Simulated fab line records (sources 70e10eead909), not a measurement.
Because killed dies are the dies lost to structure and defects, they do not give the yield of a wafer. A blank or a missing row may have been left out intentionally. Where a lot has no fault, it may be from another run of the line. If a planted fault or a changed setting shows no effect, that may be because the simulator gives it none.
A struck lot beside a sound one / flow nand harc / 31 out of 1159 route steps
Sound: the wafers L467.1, L467.4, L467.6. Struck: wafers L474.1, L474.2, L474.4. The cause is given at the end.
For every step that has rows: the tool of each side, followed by ch and its chambers, followed by its first start. Under that, the readings that differ: sound wafers / struck wafers / difference of the means / sigmas: that difference in standard deviations of wafers without a fault.
alike: readings whose means differ by less than 2 such deviations, and words and numbers that are the same on both sides. not compared: withheld readings, readings that some wafer has no value for, bounds like >300 that may hide the same value, and numbers for which the record gives no deviation and whose values overlap.
The two part at a step that has a row with sigmas, a row that says differs or no value, or rows on one side only. Numbers that don't overlap but have no deviation are shown without sigmas and don't part them. A reading that every wafer of one side lacks parts them only if that side has two wafers or more.

first, 2 steps without rows for these wafers: NHARC_P_ZERO_WELL_PEB_50 (peb time 85 s); NHARC_P_ZERO_WELL_DEVELOP_51 (time 70 s).
NHARC_P_ZERO_WELL_CD_MEAS_52 targets a cd of 2000 nm.
  sound on cd sem-03 ch 0, day 3 17:54; struck on cd sem-02 ch 0, day 5 11:46
  alike: cd nm
then, 1 step without rows for these wafers: NHARC_P_ZERO_WELL_HARDBAKE_53 (time 80 s).
NHARC_P_ZERO_WELL_DESCUM_54: chemistry O2, time 3 s.
  sound on rie diel-04 ch 1,3, day 3 18:04; struck on rie diel-04 ch 0,1,3, day 5 11:55
  alike: drypump motor current A, oes product au, rf vpp V, showerhead plenum p Torr, throttle valve pct
  not compared: rf hours counter h
then, 5 steps without rows for these wafers: NHARC_P_ZERO_WELL_IMPLANT_55; NHARC_P_ZERO_WELL_IMPLANT_61; NHARC_P_ZERO_WELL_STRIP_56 (strips in SPM, time 840 s); NHARC_P_ZERO_WELL_PRECLEAN_68 (cleans in SC1, time 60 s); NHARC_P_ZERO_WELL_SRD_69.
NHARC_P_ZERO_WELL_RTA_42: time 300 s.
  sound on rtp anneal-02 ch 0, day 3 19:02; struck on rtp anneal-02 ch 0, day 5 12:55
  alike: lamp power pct, lamp_zone_2_pct, wafer_temp_C_max
NHARC_P_ZERO_WELL_INSPECT_43:
  sound: defect inspect-01 at day 3 20:21; struck: defect inspect-02 at day 5 13:36
  alike: raw defect count
NHARC_P_STI_ETCH_26: etches SiO2 in dHF, target depth 11 nm.
  sound on wet bench-09 ch 1,5,7, day 3 20:24; struck on wet bench-04 ch 2,3,5, day 5 13:40
then, 13 steps without rows for these wafers: NHARC_P_STI_PRECLEAN_27 (cleans in SC1); NHARC_P_STI_SRD_28; NHARC_P_STI_OXIDE_29 (material SiO2, target thk 10 nm, ox time 1362 s); NHARC_P_STI_HM_DEP_30 (deposits Si3N4, target thk 80 nm, time 873 s); NHARC_P_STI_DEHYDRATE_01 (time 120 s); NHARC_P_STI_HMDS_02 (time 30 s); NHARC_P_STI_COAT_41 (time 65 s); NHARC_P_STI_COAT_03 (resist thk 600 nm); NHARC_P_STI_SOFTBAKE_04 (time 70 s); NHARC_P_STI_EBR_05; NHARC_P_STI_EXPOSE_06 (exposes mask P STI, target cd 200 nm); NHARC_P_STI_PEB_07 (peb time 80 s); NHARC_P_STI_DEVELOP_08 (time 50 s).
NHARC_P_STI_CD_MEAS_09 targets a cd of 200 nm.
  sound on cd sem-03 ch 0, day 4 12:52; struck on cd sem-03 ch 0, day 6 01:44
  alike: cd nm
NHARC_P_STI_OVL_MEAS_10:
  sound: overlay-02 at day 4 12:57; struck: overlay-02 at day 6 01:50
  alike: overlay x nm, overlay y nm
NHARC_P_STI_INSPECT_11:
  sound: defect inspect-02 at day 4 12:59; struck: defect inspect-02 at day 6 01:52
reading=raw defect count; sound=7 4 3; struck=795 790 705; difference=+759; sigmas=+99 or more
then, 1 step without rows for these wafers: NHARC_P_STI_HARDBAKE_13 (time 65 s).
-- record jumps: 17 days between struck wafers' starts before vs after; left off in module P_STI, resumes in module END, first step shown is number 1159 of the route --
NHARC_END_SORT_01:
  the record has rows for the struck wafers here (prober-02 ch 0, day 23 02:50) and none for the sound ones

WHERE THEY PART
First at NHARC_P_STI_INSPECT_11; last, within this record, at NHARC_END_SORT_01.

WHY: what had been put in by the simulator
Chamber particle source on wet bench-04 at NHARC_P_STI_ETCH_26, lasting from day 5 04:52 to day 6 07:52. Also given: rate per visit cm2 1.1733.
